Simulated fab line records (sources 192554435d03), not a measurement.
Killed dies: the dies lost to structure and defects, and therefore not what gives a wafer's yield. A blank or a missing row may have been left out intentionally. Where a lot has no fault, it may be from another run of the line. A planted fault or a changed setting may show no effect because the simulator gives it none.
Chamber matching || flow n5-finfet || 4 sister chambers for N5_MOL_CONTACT_COAG_ETCH_124 on rie-diel-02
The step etches SiNx in CH3F/O2, stops on SiOC, target depth 6.5 nm. 4 wafers are shown with their chamber, then 9 later ones without.

== WAFERS, EACH WITH ITS CHAMBER ==
{"wafer": "L087.3", "chamber": 2, "showerhead-plenum-p-Torr (Torr)": 2.12}
{"wafer": "L092.1", "chamber": 3, "showerhead-plenum-p-Torr (Torr)": 2.03}
{"wafer": "L092.3", "chamber": 0, "showerhead-plenum-p-Torr (Torr)": 1.91}
{"wafer": "L092.4", "chamber": 1, "showerhead-plenum-p-Torr (Torr)": 2.02}

== WAFERS MISSING THEIR CHAMBER ==
{"wafer": "L094.1", "showerhead-plenum-p-Torr (Torr)": 2.02}
{"wafer": "L094.3", "showerhead-plenum-p-Torr (Torr)": 2.11}
{"wafer": "L094.5", "showerhead-plenum-p-Torr (Torr)": 2.02}
{"wafer": "L095.4", "showerhead-plenum-p-Torr (Torr)": 2.02}
{"wafer": "L095.5", "showerhead-plenum-p-Torr (Torr)": 2.01}
{"wafer": "L095.6", "showerhead-plenum-p-Torr (Torr)": 1.91}
{"wafer": "L097.2", "showerhead-plenum-p-Torr (Torr)": 2.02}
{"wafer": "L097.3", "showerhead-plenum-p-Torr (Torr)": 2.01}
{"wafer": "L097.5", "showerhead-plenum-p-Torr (Torr)": 2.02}

== EACH ONE'S CHAMBER ==
{"wafer": "L094.1", "from the rows above": "can't be placed: 1 or 3", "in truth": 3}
{"wafer": "L094.3", "from the rows above": 2, "in truth": 2}
{"wafer": "L094.5", "from the rows above": "can't be placed: 1 or 3", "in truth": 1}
{"wafer": "L095.4", "from the rows above": "can't be placed: 1 or 3", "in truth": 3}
{"wafer": "L095.5", "from the rows above": "can't be placed: 1 or 3", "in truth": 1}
{"wafer": "L095.6", "from the rows above": 0, "in truth": 0}
{"wafer": "L097.2", "from the rows above": "can't be placed: 1 or 3", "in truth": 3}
{"wafer": "L097.3", "from the rows above": "can't be placed: 1 or 3", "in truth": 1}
{"wafer": "L097.5", "from the rows above": "can't be placed: 1 or 3", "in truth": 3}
Correct placement for 2 of the 9. Not placeable from these rows: 7 (in 7, the candidates include the true chamber). Wrongly placed: 0.
How it was worked out, from the rows above alone: a wafer's distance from a chamber is the root of the sum, over the readings, of the square of ((its reading less the chamber's mean) divided by the reading's scatter). The wafer belongs to the nearest chamber; if the next one is less than 2 further off, it can't be placed. A chamber's mean is the mean of its shown wafers. The scatter (one wafer shown for each chamber): square how far every hidden wafer sits from the nearest shown wafer, average those squares and take the square root.
